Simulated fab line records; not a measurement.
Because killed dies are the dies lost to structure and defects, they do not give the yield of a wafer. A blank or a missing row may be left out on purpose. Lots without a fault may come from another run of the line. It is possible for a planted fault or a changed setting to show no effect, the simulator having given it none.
fab line records    flow nand_harc
record lots=4  wafers=12  last_day=32
route steps=1302 shown A_CHANNEL_HOLE_D1@461 END@1302
lots that met no fault: taken from a fault-free run of the same line
start_h: hours from the record's opening day to when the first of the lot's shown wafers began    wait_h: time in hours since the lot's previous step    " as in the row above    L1.1+2: several wafers, shown together as one row    - either no value or no given start    * or withheld: withheld    < > ~ a bound
route shown NAME@n: NAME is a module with steps in the file, n the number in the route of the first one    usual: mean/standard deviation taken from wafers without a fault    same: alike in all rows    chamber/n: place in a boat    sites: each site's reading    _std_site: standard deviation of those values    _edge_site: mean of outer sites minus mean of inner sites    radius_mm: how far each site lies from the wafer's centre    mask NAME#n: copy n    behind: the last tool/chamber to shape the wafer    hold: reason for holding the lot/hours on hold/outcome of the hold    device: names the non-switching transistor (n, p or np)    end of line: the tests these same wafers got at the end of their route    where a step has no rows: the recipe by itself    killed: count of dies lost to structure and defects at first sort (not the wafer's yield)    map: a wafer's dies, x killed, . not, _ none there
set.NAME: setting as actually run; set.NAME@STEP: the setting as run at that earlier step    model.NAME: the simulator's own value behind a step, which no gauge read
lots at selected steps of the route; one table per step, one row per wafer
services: the hour from which a tool's chamber was out of use, counted from the record's first day as start_h (under 0 if before that day), plus the number of hours and why
## steps
# step NHARC_A_CHANNEL_HOLE_D1_DEVELOP_09
# recipe develop_time_s=35  dev_temp_c=23
# step NHARC_A_CHANNEL_HOLE_D1_DESCUM_15
# recipe time_s=3  o2_flow_sccm=200  ar_flow_sccm=0  bias_power_w=0  chemistry=O2
# step NHARC_A_CHANNEL_HOLE_D1_ETCH_38
# recipe target_depth_a=390  over_etch_frac=0.3  time_s=65  ion_energy_ev=80  cf4_flow_sccm=150  ar_flow_sccm=0  rf_w=300  bias_w=100  chemistry=CF4
# step NHARC_A_CHANNEL_HOLE_D1_ETCH_39
# recipe target_depth_a=2600  over_etch_frac=0.3  time_s=325  ion_energy_ev=200  n2_flow_sccm=150  h2_flow_sccm=150  ar_flow_sccm=0  rf_w=400  bias_w=150  chemistry=N2/H2
# step NHARC_A_CHANNEL_HOLE_D1_ETCH_34
# recipe target_depth_a=1540  time_s=77  cf4_flow_sccm=100  chf3_flow_sccm=30  ar_flow_sccm=0  rf_w=500  bias_w=200  chemistry=CF4/CHF3
# step NHARC_A_CHANNEL_HOLE_D1_ETCH_16
# recipe target_depth_a=31000  over_etch_frac=0.3  time_s=806  ion_energy_ev=150  o2_flow_sccm=400  cos_flow_sccm=20  ar_flow_sccm=0  rf_w=500  bias_w=300  chemistry=O2/COS
# step NHARC_A_CHANNEL_HOLE_D1_ETCH_19
# recipe bias_v=1200  source_w=2500  pressure_mtorr=15  time_s=34.5  ar_flow_sccm=375  c4f8_flow_sccm=28.8  o2_flow_sccm=96.2  temp_c=-20  target_depth_a=*  chemistry=C4F8/O2/Ar
# step NHARC_A_CHANNEL_HOLE_D1_ETCH_20
# recipe bias_v=3000  source_w=withheld  pressure_mtorr=20  time_s=361.9  ar_flow_sccm=375  c4f8_flow_sccm=89.3  o2_flow_sccm=35.7  temp_c=-20  target_depth_a=16000  chemistry=C4F8/O2/Ar
# step NHARC_A_CHANNEL_HOLE_D1_ETCH_21
# recipe bias_v=3000  source_w=withheld  pressure_mtorr=20  time_s=514.3  ar_flow_sccm=375  c4f8_flow_sccm=89.3  o2_flow_sccm=35.7  temp_c=-20  target_depth_a=16000  chemistry=C4F8/O2/Ar
# usual c4f8_flow_sccm=89.28/0.25  chamber_pressure_mTorr=20.002/0.019  drypump_motor_current_A=5.6/0.36  mfc_ar_sccm=375.0/1.1  showerhead_plenum_p_Torr=3.64/0.13  throttle_valve_pct=32.156/0.0093
lot.wafer  tool         chamber  start_h  wait_h  c4f8_flow_sccm  chamber_pressure_mTorr  drypump_motor_current_A  mfc_ar_sccm  rf_hours_counter_h  showerhead_plenum_p_Torr  throttle_valve_pct
L551.1     har_etch-02  0        328.35   0.3     89.01           20.012                  5.7                      376.2        379                 3.65                      32.143
L551.2     "            1        "        "       89.64           20.014                  5.7                      373.6        380                 3.92                      32.165
L551.5     "            1        "        "       89.24           19.961                  5.7                      373.4        -                   3.92                      32.148
L555.1     har_etch-01  1        368.28   0.9     -               -                       -                        -            -                   -                         -
L555.3     "            1        "        "       -               -                       -                        -            -                   -                         -
L555.5     "            1        "        "       -               -                       -                        -            -                   -                         -
L556.2     har_etch-02  1        369.48   0.3     -               -                       -                        -            -                   -                         -
L556.4     "            1        "        "       -               -                       -                        -            -                   -                         -
L556.6     "            1        "        "       -               -                       -                        -            -                   -                         -
L558.1     har_etch-01  0        402.15   0.3     89.44           20.007                  6.1                      375.9        221                 3.57                      32.145
L558.4     "            1        "        "       89.29           19.996                  5.1                      374.4        -                   3.66                      32.150
L558.5     "            0        "        "       89.51           20.006                  6.1                      376.4        -                   3.57                      32.169
# step NHARC_A_CHANNEL_HOLE_D1_ETCH_22
# recipe bias_v=3000  source_w=withheld  pressure_mtorr=20  time_s=666.7  ar_flow_sccm=375  c4f8_flow_sccm=89.3  o2_flow_sccm=35.7  temp_c=-20  target_depth_a=16000  chemistry=C4F8/O2/Ar
# step NHARC_A_CHANNEL_HOLE_D1_ETCH_23
# recipe bias_v=5000  source_w=withheld  pressure_mtorr=20  time_s=819  ar_flow_sccm=375  c4f8_flow_sccm=89.3  o2_flow_sccm=35.7  temp_c=-20  target_depth_a=16000  chemistry=C4F8/O2/Ar
# step NHARC_A_CHANNEL_HOLE_D1_ETCH_24
# recipe bias_v=5000  source_w=withheld  pressure_mtorr=20  time_s=906.2  ar_flow_sccm=375  c4f8_flow_sccm=93.8  o2_flow_sccm=31.2  temp_c=-20  target_depth_a=15000  chemistry=C4F8/O2/Ar
# step NHARC_A_CHANNEL_HOLE_D1_ETCH_25
# recipe bias_v=5000  source_w=withheld  pressure_mtorr=20  time_s=1040.2  ar_flow_sccm=375  c4f8_flow_sccm=93.8  o2_flow_sccm=31.2  temp_c=-20  target_depth_a=15000  chemistry=C4F8/O2/Ar
# step NHARC_A_CHANNEL_HOLE_D1_ETCH_26
# recipe bias_v=300  source_w=2000  pressure_mtorr=30  time_s=224.1  ar_flow_sccm=375  c4f8_flow_sccm=11.4  o2_flow_sccm=113.6  temp_c=-20  target_depth_a=3000  chemistry=C4F8/O2/Ar
# step NHARC_A_CHANNEL_HOLE_D1_ETCH_33
# recipe bias_v=400  source_w=2000  pressure_mtorr=25  time_s=90  ar_flow_sccm=375  c4f8_flow_sccm=41.7  o2_flow_sccm=83.3  temp_c=-20  target_depth_a=4000  chemistry=C4F8/O2/Ar
# step NHARC_A_CHANNEL_HOLE_D1_STRIP_41
# recipe n2_flow_sccm=150  h2_flow_sccm=150  ar_flow_sccm=0  bias_w=0  chemistry=N2/H2
# step NHARC_A_CHANNEL_HOLE_D1_STRIP_42
# recipe cf4_flow_sccm=100  chf3_flow_sccm=30  ar_flow_sccm=0  bias_w=0  chemistry=CF4/CHF3
# step NHARC_A_CHANNEL_HOLE_D1_STRIP_43
# recipe o2_flow_sccm=400  cos_flow_sccm=20  ar_flow_sccm=0  bias_w=0  chemistry=O2/COS
# step NHARC_A_CHANNEL_HOLE_D1_ETCH_44
# recipe target_depth_a=1400  overetch_a=140  time_s=77  ion_energy_ev=100  cf4_flow_sccm=80  o2_flow_sccm=20  ar_flow_sccm=0  rf_w=300  bias_w=100  chemistry=CF4/O2
# usual bias_w=100.01/0.28  cf4_flow_sccm=79.98/0.23  drypump_motor_current_A=5.7/0.31  mfc_ar_sccm=0.006/0.0096  oes_f_703_au=0.999/0.0044  oes_o_777_au=1.000/0.0044  oes_product_au=0.995/0.011  rf_vpp_V=197.4/1.3  showerhead_plenum_p_Torr=1.32/0.048  throttle_valve_pct=13.397/0.009
lot.wafer  tool         chamber  start_h  wait_h  bias_w  cf4_flow_sccm  drypump_motor_current_A  mfc_ar_sccm  oes_f_703_au  oes_o_777_au  oes_product_au  rf_hours_counter_h  rf_vpp_V  showerhead_plenum_p_Torr  throttle_valve_pct  model.A_CHANNEL_HOLE_D1.cd_nm
L551.1     rie_diel-03  0        332.69   0.1     100.47  79.71          5.7                      0.011        1.000         1.000         0.996           4                   195.8     1.27                      13.394              90.95
L551.2     "            1        "        "       100.18  80.09          5.7                      0            1.002         0.998         0.981           4                   200.3     1.39                      13.400              89.4
L551.5     "            2        "        "       100.35  79.68          5.0                      0.003        1.004         0.987         0.992           -                   198.2     1.30                      13.391              89.34
L555.1     rie_diel-03  0        372.57   0.1     100.24  80.30          5.8                      0.011        1.005         0.994         0.982           7                   195.0     1.27                      13.399              95.1
L555.3     "            1        "        "       100.23  80.15          5.7                      0            0.998         0.996         0.977           7                   200.5     1.39                      13.386              100.6
L555.5     "            1        "        "       100.19  80.23          5.7                      0            1.003         0.998         0.984           -                   198.8     1.39                      13.397              101.2
L556.2     rie_diel-03  0        373.73   0.1     99.91   79.58          5.7                      0.011        0.995         0.997         0.996           7                   196.8     1.27                      13.400              99.08
L556.4     "            1        "        "       100.10  79.89          5.7                      0            0.997         1.000         0.992           7                   199.3     1.39                      13.393              103.6
L556.6     "            2        "        "       99.67   79.57          5.0                      0.003        1.003         1.000         0.999           -                   197.2     1.30                      13.398              102.8
L558.4     rie_diel-03  1        406.35   0.1     99.96   80.41          5.7                      0            1.002         1.008         0.989           11                  199.5     1.38                      13.394              87.81
L558.1     "            2        "        "       100.13  80.30          5.0                      0.003        0.997         1.002         1.007           11                  197.6     1.30                      13.391              88.69
L558.5     "            3        "        "       99.84   80.01          6.1                      0            0.989         1.004         1.008           -                   195.8     1.26                      13.392              88.05
# step NHARC_A_CHANNEL_HOLE_D1_STRIP_27
# recipe o2_flow_sccm=500  ar_flow_sccm=0  bias_w=0  chemistry=O2
# step NHARC_A_CHANNEL_HOLE_D1_PRECLEAN_28
# recipe time_s=*  temp_c=50  bath_age_min=0  chemistry=SC1
# step NHARC_A_CHANNEL_HOLE_D1_SRD_29
# step NHARC_A_CHANNEL_HOLE_D1_CD_MEAS_30
# usual cd_nm=90.0/1.6
lot.wafer  tool       chamber  start_h  wait_h  cd_nm
L551.1     cd_sem-02  -        333.46   -       91.4
L551.2     "          -        "        "       89.5
L551.5     "          -        "        "       89.8
L555.1     cd_sem-03  -        373.38   -       1.8
L555.3     "          -        "        "       0.3
L555.5     "          -        "        "       0.1
L556.2     cd_sem-01  -        374.51   -       1.8
L556.4     "          -        "        "       0.9
L556.6     "          -        "        "       0.0
L558.1     cd_sem-03  -        407.14   -       89.5
L558.4     "          -        "        "       87.7
L558.5     "          -        "        "       89.5
# step NHARC_A_CHANNEL_HOLE_D1_XSEM_31
# recipe landing_energy_ev=35000
# usual bot_cd_nm=74.8/1.6  bow_nm=8.64/0.29  tilt_deg=0.07/0.041
lot.wafer  tool     chamber  start_h  wait_h  bot_cd_nm  bow_nm  tilt_deg
L551.1     xsem-01  0        333.55   0.1     76.9       8.45    0.10
L551.2     "        0        "        "       74.7       8.54    0.10
L551.5     "        0        "        "       75.0       8.55    0.10
L555.1     xsem-02  0        373.47   0.1     2.8        0.22    0.06
L555.3     "        0        "        "       1.2        0.22    0.06
L555.5     "        0        "        "       1.0        0.22    0.06
L556.2     xsem-02  0        374.61   0.1     1.5        0.19    0.05
L556.4     "        0        "        "       0.7        0.19    0.05
L556.6     "        0        "        "       0.0        0.19    0.05
L558.1     xsem-01  0        407.24   0.1     73.7       8.85    0.05
L558.4     "        0        "        "       72.1       8.86    0.05
L558.5     "        0        "        "       73.7       8.87    0.05
# step NHARC_END_SORT_01
# recipe temp_c=25
# usual killed_at_array=52/19  killed_at_other=1.0/1.2  killed_at_periphery=4.1/2.8  killed_dies=57/19  killed_open=3.1/1.7  killed_short=2.5/1.5
# same gross_dies=677
lot.wafer  tool       chamber  start_h  wait_h  killed_at_array  killed_at_other  killed_at_periphery  killed_dies  killed_open  killed_short
L556.2     prober-01  0        750.10   2.8     675              0                2                    677          2            1
L556.4     prober-01  0        751.68   3.4     673              1                3                    677          4            2
L556.6     prober-01  0        753.27   4.0     677              0                0                    677          6            4
L555.1     prober-01  0        761.31   2.5     676              0                1                    677          2            2
L555.3     prober-01  0        762.90   3.1     674              2                1                    677          2            2
L555.5     prober-01  0        764.48   3.7     673              1                3                    677          3            0
# killed by level:class
L556.2 A_CHANNEL_HOLE_D1:area_etch=593 A_CHANNEL_HOLE_D1:chamber_film_flake=34 A_CHANNEL_HOLE_D2:chamber_film_flake=24 A_SLIT:chamber_film_flake=9 A_CONTACT:chamber_film_flake=6 A_ZERO_WELL:chamber_film_flake=3 A_CHANNEL_FILL_D2:chamber_film_flake=2 P_M1:geometric_particle:open=1
L556.4 A_CHANNEL_HOLE_D1:area_etch=615 A_CHANNEL_HOLE_D1:chamber_film_flake=29 A_CHANNEL_HOLE_D2:chamber_film_flake=10 A_CONTACT:chamber_film_flake=6 A_SLIT:chamber_film_flake=5 P_M0:geometric_particle:open=2 A_ZERO_WELL:chamber_film_flake=2 P_M1:geometric_particle:open=1
L556.6 A_CHANNEL_HOLE_D1:area_etch=608 A_CHANNEL_HOLE_D1:chamber_film_flake=33 A_CHANNEL_HOLE_D2:chamber_film_flake=8 A_CONTACT:chamber_film_flake=7 A_SLIT:chamber_film_flake=6 A_ZERO_WELL:chamber_film_flake=4 A_M0:geometric_particle:open=3 A_DECK1_JOINT:geometric_particle:short=2
L555.1 A_CHANNEL_HOLE_D1:area_etch=648 A_SLIT:chamber_film_flake=8 A_CONTACT:chamber_film_flake=6 A_CHANNEL_HOLE_D1:chamber_film_flake=5 A_ZERO_WELL:chamber_film_flake=2 A_CHANNEL_FILL_D1:chamber_film_flake=2 A_CHANNEL_FILL_D1:geometric_particle:short=1 A_WL_FILL:geometric_particle:short=1
L555.3 A_CHANNEL_HOLE_D1:area_etch=636 A_CHANNEL_HOLE_D1:chamber_film_flake=18 A_SLIT:chamber_film_flake=11 A_CONTACT:chamber_film_flake=3 A_STAIRCASE:chamber_film_flake=2 THIN_TSV:chamber_film_flake=2 P_M1:geometric_particle:short=1 A_CHANNEL_HOLE_D1:geometric_particle:open=1
L555.5 A_CHANNEL_HOLE_D1:area_etch=636 A_CHANNEL_HOLE_D1:chamber_film_flake=14 A_SLIT:chamber_film_flake=8 A_CONTACT:chamber_film_flake=8 P_STI:chamber_film_flake=2 A_STAIRCASE:chamber_film_flake=2 P_CONTACT:geometric_particle:open=1 A_BLC:geometric_particle:open=1
# map L555.1 (x killed, . not)
____________x____________
_________xxxxxxx_________
_______xxxxxxxxxxx_______
______xxxxxxxxxxxxx______
_____xxxxxxxxxxxxxxx_____
____xxxxxxxxxxxxxxxxx____
____xxxxxxxxxxxxxxxxx____
___xxxxxxxxxxxxxxxxxxx___
___xxxxxxxxxxxxxxxxxxx___
__xxxxxxxxxxxxxxxxxxxxx__
__xxxxxxxxxxxxxxxxxxxxx__
_xxxxxxxxxxxxxxxxxxxxxxx_
_xxxxxxxxxxxxxxxxxxxxxxx_
_xxxxxxxxxxxxxxxxxxxxxxx_
_xxxxxxxxxxxxxxxxxxxxxxx_
_xxxxxxxxxxxxxxxxxxxxxxx_
xxxxxxxxxxxxxxxxxxxxxxxxx
xxxxxxxxxxxxxxxxxxxxxxxxx
xxxxxxxxxxxxxxxxxxxxxxxxx
xxxxxxxxxxxxxxxxxxxxxxxxx
xxxxxxxxxxxxxxxxxxxxxxxxx
_xxxxxxxxxxxxxxxxxxxxxxx_
_xxxxxxxxxxxxxxxxxxxxxxx_
_xxxxxxxxxxxxxxxxxxxxxxx_
_xxxxxxxxxxxxxxxxxxxxxxx_
_xxxxxxxxxxxxxxxxxxxxxxx_
__xxxxxxxxxxxxxxxxxxxxx__
__xxxxxxxxxxxxxxxxxxxxx__
___xxxxxxxxxxxxxxxxxxx___
___xxxxxxxxxxxxxxxxxxx___
____xxxxxxxxxxxxxxxxx____
____xxxxxxxxxxxxxxxxx____
_____xxxxxxxxxxxxxxx_____
______xxxxxxxxxxxxx______
_______xxxxxxxxxxx_______
_________xxxxxxx_________
____________x____________
# map L556.2 (x killed, . not)
____________x____________
_________xxxxxxx_________
_______xxxxxxxxxxx_______
______xxxxxxxxxxxxx______
_____xxxxxxxxxxxxxxx_____
____xxxxxxxxxxxxxxxxx____
____xxxxxxxxxxxxxxxxx____
___xxxxxxxxxxxxxxxxxxx___
___xxxxxxxxxxxxxxxxxxx___
__xxxxxxxxxxxxxxxxxxxxx__
__xxxxxxxxxxxxxxxxxxxxx__
_xxxxxxxxxxxxxxxxxxxxxxx_
_xxxxxxxxxxxxxxxxxxxxxxx_
_xxxxxxxxxxxxxxxxxxxxxxx_
_xxxxxxxxxxxxxxxxxxxxxxx_
_xxxxxxxxxxxxxxxxxxxxxxx_
xxxxxxxxxxxxxxxxxxxxxxxxx
xxxxxxxxxxxxxxxxxxxxxxxxx
xxxxxxxxxxxxxxxxxxxxxxxxx
xxxxxxxxxxxxxxxxxxxxxxxxx
xxxxxxxxxxxxxxxxxxxxxxxxx
_xxxxxxxxxxxxxxxxxxxxxxx_
_xxxxxxxxxxxxxxxxxxxxxxx_
_xxxxxxxxxxxxxxxxxxxxxxx_
_xxxxxxxxxxxxxxxxxxxxxxx_
_xxxxxxxxxxxxxxxxxxxxxxx_
__xxxxxxxxxxxxxxxxxxxxx__
__xxxxxxxxxxxxxxxxxxxxx__
___xxxxxxxxxxxxxxxxxxx___
___xxxxxxxxxxxxxxxxxxx___
____xxxxxxxxxxxxxxxxx____
____xxxxxxxxxxxxxxxxx____
_____xxxxxxxxxxxxxxx_____
______xxxxxxxxxxxxx______
_______xxxxxxxxxxx_______
_________xxxxxxx_________
____________x____________
## services
tool         chamber  start_h  hours  kind
rie_diel-03  2        311.91   2.2    repair
rie_diel-03  0        314.95   -      clean
rie_diel-03  1        314.95   -      clean
rie_diel-03  2        314.95   -      clean
rie_diel-03  3        314.95   -      clean
rie_diel-03  0        333.78   4.3    repair
rie_diel-03  0        339.45   -      clean
rie_diel-03  1        339.45   -      clean
rie_diel-03  2        339.45   -      clean
rie_diel-03  3        339.45   -      clean
rie_diel-03  0        363.95   -      clean
rie_diel-03  1        363.95   -      clean
rie_diel-03  2        363.95   -      clean
rie_diel-03  3        363.95   -      clean
xsem-01      -        374.00   14.0   pm
har_etch-02  -        377.00   17.0   pm
har_etch-02  0        377.00   17.0   vent_cycle
har_etch-02  1        377.00   17.0   vent_cycle
rie_diel-03  0        388.45   -      clean
rie_diel-03  1        388.45   -      clean
rie_diel-03  2        388.45   -      clean
rie_diel-03  3        388.45   -      clean
har_etch-02  0        394.00   -      clean
rie_diel-03  0        402.70   2.8    repair
## key
first_sign step=NHARC_A_CHANNEL_HOLE_D1_ETCH_21  reading=tool_record  direction=missing
effect step=NHARC_A_CHANNEL_HOLE_D1_CD_MEAS_30  reading=cd_nm  direction=down  sigmas=56  usual=90.0  struck=0.8
effect step=NHARC_A_CHANNEL_HOLE_D1_XSEM_31  reading=bot_cd_nm  direction=down  sigmas=45  usual=74.8  struck=1.2
effect step=NHARC_END_SORT_01  reading=killed_dies  direction=up  sigmas=33  usual=57  struck=677
model_effect step=NHARC_A_CHANNEL_HOLE_D1_ETCH_44  value=A_CHANNEL_HOLE_D1.cd_nm  without=90  struck=100.4
more_kills_born_at NHARC_A_CHANNEL_HOLE_D1_ETCH_21@har_etch-01=1920  NHARC_A_CHANNEL_HOLE_D1_ETCH_21@har_etch-02=1816
met_at NHARC_A_CHANNEL_HOLE_D1_ETCH_21
struck_wafers L555.1,L555.3,L555.5,L556.2,L556.4,L556.6
later_rows_left_out L555.1,L555.3,L555.5,L556.2,L556.4,L556.6
tester_left_out L555,L556
onset_between 328.35 368.28
fault kind=skipped_step_whole  tool=har_etch-01,har_etch-02  chamber=-  onset_h=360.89  steps=NHARC_A_CHANNEL_HOLE_D1_ETCH_21  scope=struck_lots_only
# tester_left_out: of these lots the tester's yield and bins aren't shown, on N5 and GAA mostly nor the transistor test; their killed dies are dies lost to structure and defects alone, not to doping, threshold or leakage, so they don't give the yield
# later_rows_left_out: the simulator's readings of these wafers behind a module that went badly wrong aren't trusted and aren't shown, but for the sort
